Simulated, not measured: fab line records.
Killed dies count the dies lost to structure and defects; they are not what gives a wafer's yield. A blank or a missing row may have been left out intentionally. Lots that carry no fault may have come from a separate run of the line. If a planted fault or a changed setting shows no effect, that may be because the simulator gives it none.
Chamber matching | flow n5Finfet | rieDiel-06 running N5_BEOL_M7_ETCH_65: 4 sister chambers
The step etches SiARC in CF4, target depth 15.6 nm, time 26 s. 22 wafers are shown with their chamber, then 11 later ones without.

== WAFERS, EACH WITH ITS CHAMBER ==
wafer  | chamber | drypumpMotorCurrentA (A) | etchRfOnTimeS (s) | throttleValvePct (%)
L075.2 | 1       | 6.3                      | 26.2              | 15.92
L075.5 | 2       | 5.4                      | 25.4              | 15.90
L075.6 | 3       | 5.9                      | 27.2              | 15.69
L079.1 | 0       | 5.8                      | 25.8              | 15.70
L079.3 | 1       | 6.4                      | 26.1              | 15.94
L079.4 | 1       | 6.3                      | 26.0              | 15.95
L080.2 | 0       | 5.8                      | 25.9              | 15.72
L080.5 | 2       | 5.5                      | 24.7              | 15.39
L080.6 | 3       | 5.9                      | 26.8              | 15.69
L085.1 | 1       | 6.3                      | 26.4              | 15.99
L085.2 | 3       | 5.9                      | 27.0              | 15.72
L085.3 | 0       | 5.8                      | 26.3              | 15.76
L085.4 | 2       | 5.4                      | 25.0              | 15.39
L085.5 | 0       | 5.8                      | 26.5              | 15.75
L085.6 | 1       | 6.4                      | 26.2              | 15.98
L087.1 | 3       | 5.9                      | 26.9              | 15.74
L087.5 | 3       | 5.9                      | 26.8              | 15.74
L087.6 | 0       | 5.8                      | 26.1              | 15.75
L089.1 | 1       | 6.3                      | 26.3              | 15.98
L089.4 | 2       | 5.4                      | 24.7              | 15.39
L089.5 | 1       | 6.3                      | 26.4              | 15.99
L094.1 | 1       | 6.3                      | 26.6              | 16.04

SIGNATURES, as means of the wafers listed above
reading              | chamber 0 | chamber 1 | chamber 2 | chamber 3 | scatter within a chamber
drypumpMotorCurrentA | 5.800     | 6.325     | 5.425     | 5.900     | 0.0354
etchRfOnTimeS        | 26.120    | 26.275    | 24.950    | 26.940    | 0.239
throttleValvePct     | 15.7360   | 15.9737   | 15.5175   | 15.7160   | 0.108
Rule: for each reading, subtract the chamber's mean from the wafer's reading, divide by that reading's scatter and square the result; add these up over the readings and take the root, which gives the wafer's distance from the chamber. If the next closest chamber is less than 2 further off than the closest, the wafer can't be placed; otherwise it belongs to the closest. The scatter is the square root of a quotient: the sum, over the shown wafers, of each reading's squared deviation from its chamber's mean, divided by wafers minus chambers.

== WAFERS WITH NO CHAMBER GIVEN ==
wafer  | drypumpMotorCurrentA (A) | etchRfOnTimeS (s) | throttleValvePct (%)
L094.2 | 5.9                      | 27.2              | 15.77
L094.3 | 5.8                      | 25.9              | 15.78
L094.4 | 5.5                      | 24.7              | 15.45
L094.5 | 5.5                      | 24.8              | 15.43
L094.6 | 6.3                      | 26.6              | 16.03
L095.1 | 5.8                      | 26.5              | 15.79
L095.4 | 6.4                      | 26.8              | 16.03
L095.6 | 5.9                      | 27.2              | 15.79
L096.2 | 5.8                      | 26.7              | 15.79
L096.4 | 5.9                      | 27.3              | 15.78
L096.5 | 5.5                      | 24.9              | 15.44

== THE CHAMBER EACH PASSED THROUGH ==
wafer  | from the rows above     | in truth
L094.2 | 3                       | 3
L094.3 | 0                       | 0
L094.4 | 2                       | 2
L094.5 | 2                       | 2
L094.6 | 1                       | 1
L095.1 | can't be placed: 0 or 3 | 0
L095.4 | 1                       | 1
L095.6 | 3                       | 3
L096.2 | can't be placed: 0 or 3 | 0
L096.4 | 3                       | 3
L096.5 | 2                       | 2
9 of 11 placed correctly. Unplaceable from these rows: 2, with the true chamber sitting among the candidates in 2. 0 placed wrongly.
